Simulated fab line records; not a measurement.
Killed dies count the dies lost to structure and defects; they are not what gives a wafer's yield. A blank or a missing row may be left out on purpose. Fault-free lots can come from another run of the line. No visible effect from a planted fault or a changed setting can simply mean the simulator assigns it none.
Which tool did it?	flow nand_harc	6 lots, 18 wafers sampled, at 5 steps of a route of 1159

## WHAT THE GAUGES SHOWED, per wafer
NHARC_END_SORT_01.
lot	measured	on	killed_at_other
L888	day 19 17:35	prober-02	0 0 0
L889	day 20 01:26	prober-02	1 0 0
L896	day 21 14:48	prober-01	3 2 0
L899	day 23 02:58	prober-02	6 5 4
L906	day 23 23:56	prober-01	0 1 0
L909	day 25 08:47	prober-01	0 0 1

## EACH LOT AND THE TOOL THAT RAN IT (in order: tool; ch and the chambers of the sampled wafers; start)
lot	NHARC_A_SLIT_ETCH_29	NHARC_A_SLIT_STRIP_18	NHARC_A_WL_FILL_ETCHBACK_04	NHARC_A_WL_FILL_ALD_10
L888	rie_diel-11 ch 0,1,3, day 14 12:37	rie_diel-11 ch 0,2, day 15 02:41 or earlier	rie_metal-02 ch 0, day 15 02:41	ald_hk-03 ch 0,1,2, day 15 07:29
L889	rie_diel-13 ch 0,2,3, day 14 18:47	rie_diel-13 ch 0,1, day 15 09:44 or earlier	rie_metal-02 ch 0,1, day 15 09:44	ald_hk-02 ch 0,3, day 15 19:01
L896	rie_diel-08 ch 0,2,3, day 16 14:35	rie_diel-08 ch 0,1,2, day 17 14:06 or earlier	rie_metal-02 ch 0,1, day 17 14:06	ald_hk-03 ch 1,2,3, day 17 17:28
L899	rie_diel-11 ch 0,1,3, day 18 03:43	rie_diel-11 ch 1,2, day 18 23:47 or earlier	rie_metal-03 ch 0,1, day 18 23:47	ald_hk-04 ch 1,2, day 19 05:17
L906	rie_diel-11 ch 1,2, day 18 14:59	rie_diel-11 ch 2,3, day 19 11:02 or earlier	rie_metal-02 ch 1, day 19 11:02	ald_hk-02 ch 0,3, day 19 17:26
L909	rie_diel-11 ch 1,2,3, day 20 04:05	rie_diel-11 ch 1,2,3, day 20 22:26 or earlier	rie_metal-02 ch 0, day 20 22:26	ald_hk-03 ch 1,2,3, day 21 06:40
- NHARC_A_SLIT_ETCH_29: etches the open film in CF4/O2, target depth 100 nm, overetch 10 nm, time 55 s.
- NHARC_A_SLIT_STRIP_18: strips in O2.
- NHARC_A_WL_FILL_ETCHBACK_04: etches the open film in NF3, target depth 60 nm, time 120 s.
- NHARC_A_WL_FILL_ALD_10: deposits SiO2, target thk 50 nm, pulse time 10 s, ald cycles 500.

## THE ANSWER, worked out from the rows above alone
Rule: what is usual is taken from the lots themselves. Put in order of their means at a reading, lots are off if they are a third of the lots or fewer, leave a main group of 4 or more, and stand apart from it by a gap of 3 or more times the standard deviation of the main group's means; of several such gaps the widest counts. The tables above print the reading to a certain number of digits; a main group whose means all agree to those digits is not used. A lot without any number at a reading at which 4 lots or more have one is off too. Where the step has rows for the other lots, those lots are counted as sound.
Off, at NHARC_END_SORT_01 on killed_at_other: L899. The main group: mean 0.5, standard deviation 0.58.
A tool fits if, at a process step before that reading, it ran every lot that is off, and no sound lot after the first of them. The gauges at NHARC_END_SORT_01 are tried like those tools. With no start given for some of its lots, NHARC_A_SLIT_STRIP_18 uses the hours and lot order of NHARC_A_WL_FILL_ETCHBACK_04. Can't be told from this: 3 tools fit, rie_metal-03 at NHARC_A_WL_FILL_ETCHBACK_04, ald_hk-04 at NHARC_A_WL_FILL_ALD_10, prober-02 at NHARC_END_SORT_01.

## WHAT THE SIMULATOR HAD PUT IN
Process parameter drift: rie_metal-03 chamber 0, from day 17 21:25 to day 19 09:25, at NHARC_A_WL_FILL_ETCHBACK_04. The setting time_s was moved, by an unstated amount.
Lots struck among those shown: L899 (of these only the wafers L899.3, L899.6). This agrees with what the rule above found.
